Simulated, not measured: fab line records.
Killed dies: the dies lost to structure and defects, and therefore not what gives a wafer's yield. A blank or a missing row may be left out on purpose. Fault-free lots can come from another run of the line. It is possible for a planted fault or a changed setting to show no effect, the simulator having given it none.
Matching of chambers || flow n5 finfet || 4 sister chambers for N5_BEOL_M3_ETCH_74 on rie diel-02
The step etches underlayer in N2/H2, target depth 6.5 nm, time 5.2 s. 4 wafers are shown with their chamber, then 7 later ones without.

== WAFERS PAIRED WITH THEIR CHAMBERS ==
{"wafer": "L086.4", "chamber": 3, "drypump motor current A (A)": 5.2}
{"wafer": "L093.6", "chamber": 0, "drypump motor current A (A)": 5.4}
{"wafer": "L095.2", "chamber": 2, "drypump motor current A (A)": 5.6}
{"wafer": "L095.4", "chamber": 1, "drypump motor current A (A)": 4.9}

== WAFERS WITH NO CHAMBER GIVEN ==
{"wafer": "L095.6", "drypump motor current A (A)": 5.2}
{"wafer": "L096.1", "drypump motor current A (A)": 5.6}
{"wafer": "L096.5", "drypump motor current A (A)": 4.9}
{"wafer": "L096.6", "drypump motor current A (A)": 5.4}
{"wafer": "L097.1", "drypump motor current A (A)": 5.1}
{"wafer": "L097.2", "drypump motor current A (A)": 4.9}
{"wafer": "L097.3", "drypump motor current A (A)": 5.6}

== THE CHAMBER EACH PASSED THROUGH ==
{"wafer": "L095.6", "from the rows above": 3, "in truth": 3}
{"wafer": "L096.1", "from the rows above": 2, "in truth": 2}
{"wafer": "L096.5", "from the rows above": 1, "in truth": 1}
{"wafer": "L096.6", "from the rows above": 0, "in truth": 0}
{"wafer": "L097.1", "from the rows above": 3, "in truth": 3}
{"wafer": "L097.2", "from the rows above": 1, "in truth": 1}
{"wafer": "L097.3", "from the rows above": 2, "in truth": 2}
Correct placement for 7 of the 7. Number that these rows cannot place: 0. Wrongly placed: 0.
How it was worked out, from the rows above alone: a wafer's distance from a chamber is the root of the sum, over the readings, of the square of ((its reading less the chamber's mean) divided by the reading's scatter). If the next closest chamber is less than 2 further off than the closest, the wafer can't be placed; otherwise it belongs to the closest. For every chamber, the mean is computed from those of its wafers that are shown. The scatter (one wafer shown for each chamber): square how far every hidden wafer sits from the nearest shown wafer, average those squares and take the square root.
